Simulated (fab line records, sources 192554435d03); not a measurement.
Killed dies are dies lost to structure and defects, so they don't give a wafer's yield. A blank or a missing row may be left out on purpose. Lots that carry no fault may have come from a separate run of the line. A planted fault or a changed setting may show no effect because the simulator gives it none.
Split-lot study :: flow n5 finfet :: 7 lots, 21 wafers read, on a route of 1938 steps

THE SPLIT
At N5_BEOL_M14_COAT_58 (time 60 s, resist thk 89 nm), the setting spin rpm was moved away from the recipe's 1500 rpm on 8 of the 21 wafers read, by -10.5% to +5.3%. For the rest of the wafers, this setting stayed at what the recipe calls for.

FROM THE SPLIT TO THE READING: what the file shows between them, 3 steps
- N5_BEOL_M14_COAT_04: resist thk 800 nm
- N5_BEOL_M14_EBR_06
- N5_BEOL_M14_DESCUM_15: chemistry O2, time 7.9 s

THE READING
etch.depth nm (the simulator's own value, which no gauge read), in nm, at N5_BEOL_M14_ETCH_59 (etches BARC in N2/H2, target depth 89 nm, overetch 26.7 nm, time 67.9 s). The file does not state a usual value for it. The 13 wafers here that ran the recipe average 88.99 nm, standard deviation 0.27 nm.

wafer: L074.1
tool, chamber at the split: litho track-05, 0
spin rpm as run, rpm: 1500
against the recipe: recipe
etch.depth nm, nm: 88.94
against lot-mates on the recipe: -

wafer: L074.4
tool, chamber at the split: litho track-05, 0
spin rpm as run, rpm: 1500
against the recipe: recipe
etch.depth nm, nm: 89.3
against lot-mates on the recipe: -

wafer: L074.5
tool, chamber at the split: litho track-05, 0
spin rpm as run, rpm: 1500
against the recipe: recipe
etch.depth nm, nm: 88.91
against lot-mates on the recipe: -

wafer: L080.1
tool, chamber at the split: litho track-02, 0
spin rpm as run, rpm: 1500
against the recipe: recipe
etch.depth nm, nm: 88.98
against lot-mates on the recipe: -

wafer: L080.3
tool, chamber at the split: litho track-02, 0
spin rpm as run, rpm: 1500
against the recipe: recipe
etch.depth nm, nm: 88.71
against lot-mates on the recipe: -

wafer: L080.5
tool, chamber at the split: litho track-02, 0
spin rpm as run, rpm: 1441
against the recipe: -3.9%
etch.depth nm, nm: 90.48
against lot-mates on the recipe: +1.64

wafer: L079.3
tool, chamber at the split: litho track-02, 0
spin rpm as run, rpm: 1500
against the recipe: recipe
etch.depth nm, nm: 89.3
against lot-mates on the recipe: -

wafer: L079.4
tool, chamber at the split: litho track-02, 0
spin rpm as run, rpm: 1500
against the recipe: recipe
etch.depth nm, nm: 89.03
against lot-mates on the recipe: -

wafer: L079.5
tool, chamber at the split: litho track-02, 0
spin rpm as run, rpm: 1454
against the recipe: -3.1%
etch.depth nm, nm: 90.44
against lot-mates on the recipe: +1.28

wafer: L082.2
tool, chamber at the split: litho track-05, 0
spin rpm as run, rpm: 1449
against the recipe: -3.4%
etch.depth nm, nm: 90.35
against lot-mates on the recipe: +1.50

wafer: L082.4
tool, chamber at the split: litho track-05, 0
spin rpm as run, rpm: 1449
against the recipe: -3.4%
etch.depth nm, nm: 90.54
against lot-mates on the recipe: +1.69

wafer: L082.6
tool, chamber at the split: litho track-05, 0
spin rpm as run, rpm: 1500
against the recipe: recipe
etch.depth nm, nm: 88.85
against lot-mates on the recipe: -

wafer: L083.2
tool, chamber at the split: litho track-02, 0
spin rpm as run, rpm: 1383
against the recipe: -7.8%
etch.depth nm, nm: 92.78
against lot-mates on the recipe: +3.75

wafer: L083.4
tool, chamber at the split: litho track-02, 0
spin rpm as run, rpm: 1383
against the recipe: -7.8%
etch.depth nm, nm: 92.49
against lot-mates on the recipe: +3.46

wafer: L083.6
tool, chamber at the split: litho track-02, 0
spin rpm as run, rpm: 1500
against the recipe: recipe
etch.depth nm, nm: 89.03
against lot-mates on the recipe: -

wafer: L088.2
tool, chamber at the split: litho track-02, 0
spin rpm as run, rpm: 1500
against the recipe: recipe
etch.depth nm, nm: 89.25
against lot-mates on the recipe: -

wafer: L088.3
tool, chamber at the split: litho track-02, 0
spin rpm as run, rpm: 1500
against the recipe: recipe
etch.depth nm, nm: 89.39
against lot-mates on the recipe: -

wafer: L088.4
tool, chamber at the split: litho track-02, 0
spin rpm as run, rpm: 1342
against the recipe: -10.5%
etch.depth nm, nm: 94.62
against lot-mates on the recipe: +5.30

wafer: L095.2
tool, chamber at the split: litho track-02, 0
spin rpm as run, rpm: 1580
against the recipe: +5.3%
etch.depth nm, nm: 86.45
against lot-mates on the recipe: -2.11

wafer: L095.3
tool, chamber at the split: litho track-02, 0
spin rpm as run, rpm: 1500
against the recipe: recipe
etch.depth nm, nm: 88.43
against lot-mates on the recipe: -

wafer: L095.6
tool, chamber at the split: litho track-02, 0
spin rpm as run, rpm: 1500
against the recipe: recipe
etch.depth nm, nm: 88.69
against lot-mates on the recipe: -

THE FIT
A straight line over all 21 wafers: etch.depth nm changes by -0.489 nm for each +1% of spin rpm; r = -0.99; the points scatter about the line by 0.28 nm.
The same after taking each lot's own level away (the mean of its wafers on the recipe; 21 wafers): -0.465 nm for each +1%; r = -0.99; scatter 0.18 nm.
According to that fit, moving spin rpm by its largest amount changes the reading by 4.9 nm.
The span of the lots' own levels, 88.560 to 89.320 nm, comes to 2.8 times the standard deviation stated above.
The two slopes are in agreement: the lot-to-lot level therefore moves the slope only a little.
Check: +4.71 nm against its lot-mates is what the line predicts for one of the wafers moved furthest among these (-10.5%) when that wafer is left out of the fit. Against them it came out at +5.3 nm.

THE WHOLE CHAIN: every reading that the file lists as answering this split, in the file's order
step: N5_BEOL_M14_COAT_58
what it does: time 60 s, resist thk 89 nm
reading: BARC_of_BEOL_M14_COAT_58.thk nm (the simulator's own value, which no gauge read)
change (the file's fit): -0.468 nm for each +1% of the setting
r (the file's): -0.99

step: N5_BEOL_M14_ETCH_59
what it does: etches BARC in N2/H2, target depth 89 nm, overetch 26.7 nm, time 67.9 s
reading: etch.depth nm (the simulator's own value, which no gauge read)
change (the file's fit): -0.469 nm for each +1% of the setting
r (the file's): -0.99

FILE'S OWN FIT
etch.depth nm changes by -0.469 nm for each +1% of spin rpm, r = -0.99.
